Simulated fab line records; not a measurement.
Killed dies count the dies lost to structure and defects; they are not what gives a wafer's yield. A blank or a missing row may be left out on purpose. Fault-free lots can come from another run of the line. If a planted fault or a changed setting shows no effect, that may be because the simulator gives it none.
Split-lot trial	flow n5Finfet	route with 1938 steps; 7 lots, 39 wafers read

SPLIT DETAILS
At N5_HKMG_FIN_HK_ALD_01 (deposits HfO2, target thk 1.6 nm, pulse time 3 s, purge time 3 s), the setting aldCycles was moved away from the recipe's 30 on 15 of the 39 wafers read, by -56.7% to +53.3%. For the rest of the wafers, this setting stayed at what the recipe calls for.

FROM THE SPLIT TO THE READING: what the file shows between them, 4 steps
- N5_HKMG_FIN_HK_ANNEAL_02: time 30 s
- N5_HKMG_FIN_ALD_74: deposits La2O3, target thk 0.5 nm, pulse time 6 s, co reactant pulse time 1 s
- N5_HKMG_FIN_WET_ETCH_82: etches La2O3 in dHCl, stops on HfO2, target depth 2 nm, rinse time 30 s
- N5_HKMG_FIN_ALD_36: deposits TiN, target thk 1 nm, pulse time 1 s, purge time 3 s

THE READING
HK_THK, in nm, at N5_HKMG_FIN_THK_MEAS_70 (measures by xrf). A value of 1.608 nm with a standard deviation of 0.02 nm is what fault-free wafers of this fab line usually give.

wafer	tool, chamber at the split	aldCycles as run	against the recipe	HK_THK, nm	against lot-mates on the recipe
L078.1	aldHk-02, 1,3,2	39	+30.0%	2.105	+0.495
L078.2	aldHk-02, 2,3,0	30	recipe	1.624	-
L078.3	aldHk-02, 2,3,0	30	recipe	1.610	-
L078.4	aldHk-02, 2,3,0	30	recipe	1.595	-
L078.5	aldHk-02, 1,3,2	39	+30.0%	2.083	+0.473
L078.6	aldHk-02, 1,3,2	39	+30.0%	2.070	+0.460
L083.1	aldHk-02, 2,0,3,1,1,0	30	recipe	1.611	-
L083.2	aldHk-02, 2,0,3,1,1,0	30	recipe	1.628	-
L083.3	aldHk-02, 2,0,3,1,1,0	30	recipe	1.612	-
L083.4	aldHk-02, 2,0,3,1,1,0	30	recipe	1.614	-
L083.5	aldHk-02, 2,0,3,1,1,0	30	recipe	1.609	-
L083.6	aldHk-02, 2,0,3,1,1,0	30	recipe	1.590	-
L085.1	aldHk-02, 2,0,2	22	-26.7%	1.170	-0.441
L085.2	aldHk-02, 3,1,1	30	recipe	1.615	-
L085.3	aldHk-02, 3,1,1	30	recipe	1.607	-
L085.4	aldHk-02, 2,0,2	22	-26.7%	1.175	-0.436
L085.5	aldHk-02, 3,1,1	30	recipe	1.610	-
L085.6	aldHk-02, 2,0,2	22	-26.7%	1.187	-0.424
L087.1	aldHk-03, 0,3,2	46	+53.3%	2.442	+0.847
L087.2	aldHk-03, 0,3,2	46	+53.3%	2.468	+0.873
L087.3	aldHk-03, 0,3,2	46	+53.3%	2.455	+0.860
L087.4	aldHk-03, 1,1,0	30	recipe	1.590	-
L087.5	aldHk-03, 1,1,0	30	recipe	1.601	-
L087.6	aldHk-03, 1,1,0	30	recipe	1.593	-
L091.2	aldHk-01, 1,0,2	30	recipe	1.608	-
L091.3	aldHk-01, 1,0,2	30	recipe	1.592	-
L091.5	aldHk-01, 1,0,2	30	recipe	1.604	-
L096.1	aldHk-02, 0,1,2	30	recipe	1.588	-
L096.2	aldHk-02, 0,1,2	30	recipe	1.575	-
L096.3	aldHk-02, 3,0,3	45	+50.0%	2.397	+0.807
L096.4	aldHk-02, 0,1,2	30	recipe	1.606	-
L096.5	aldHk-02, 3,0,3	45	+50.0%	2.417	+0.827
L096.6	aldHk-02, 3,0,3	45	+50.0%	2.421	+0.831
L097.1	aldHk-02, 2,3	13	-56.7%	0.709	-0.900
L097.2	aldHk-02, 1,3,0	30	recipe	1.608	-
L097.3	aldHk-02, 1,3,0	30	recipe	1.608	-
L097.4	aldHk-02, 1,3,0	30	recipe	1.611	-
L097.5	aldHk-02, 2	13	-56.7%	0.697	-0.912
L097.6	aldHk-02, 2,3	13	-56.7%	0.700	-0.909
The file does not say which wafer passed through which chamber wherever a row lists several chambers: such a row stands for several wafers.

FIT RESULTS
A straight line over all 39 wafers: HK_THK changes by +0.016 nm for each +1% of aldCycles; r = +1.00; the points scatter about the line by 0.012 nm.
The same after taking each lot's own level away (the mean of its wafers on the recipe; 39 wafers): +0.0161 nm for each +1%; r = +1.00; scatter 0.011 nm.
The reading moves by 0.92 nm for the largest change in aldCycles, on that fit.
The span of the lots' own levels, 1.5897 to 1.6107 nm, comes to 1.0 times the standard deviation stated above.
The two slopes agree, so the slope changes little with the lot-to-lot level.
Check: -0.917 nm against its lot-mates is what the line predicts for one of the wafers moved furthest among these (-56.7%) when that wafer is left out of the fit. It came out at -0.9 nm against them.

ADDITIONAL SPLITS CARRIED BY THESE WAFERS
Before the reading, these wafers also passed through other splits. Each is held against what the fit with the lots' levels taken away leaves over:
other split on the same wafers	wafers away from the commonest value	r with HK_THK (lot level and that fit taken away)
N5_FIN_CUT_CUT_ETCH_26 timeS	12	+0.39
N5_STI_FIN_REVEAL_ETCHBACK_08 timeS	12	+0.28

THE WHOLE CHAIN: every reading that the file lists as answering this split, in the file's order
step	what it does	reading	change (the file's fit)	r (the file's)
N5_HKMG_FIN_HK_ALD_01	deposits HfO2, target thk 1.6 nm, pulse time 3 s, purge time 3 s	HfO2_of_HKMG_FIN_HK_ALD_01.thkNm (the simulator's own value, which no gauge read)	+0.0152 nm for each +1% of the setting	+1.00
N5_HKMG_FIN_THK_MEAS_70	measures by xrf	HK_THK	+0.0162 for each +1% of the setting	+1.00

THE FILE'S OWN FIT
HK_THK changes by +0.0162 nm for each +1% of aldCycles, r = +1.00.
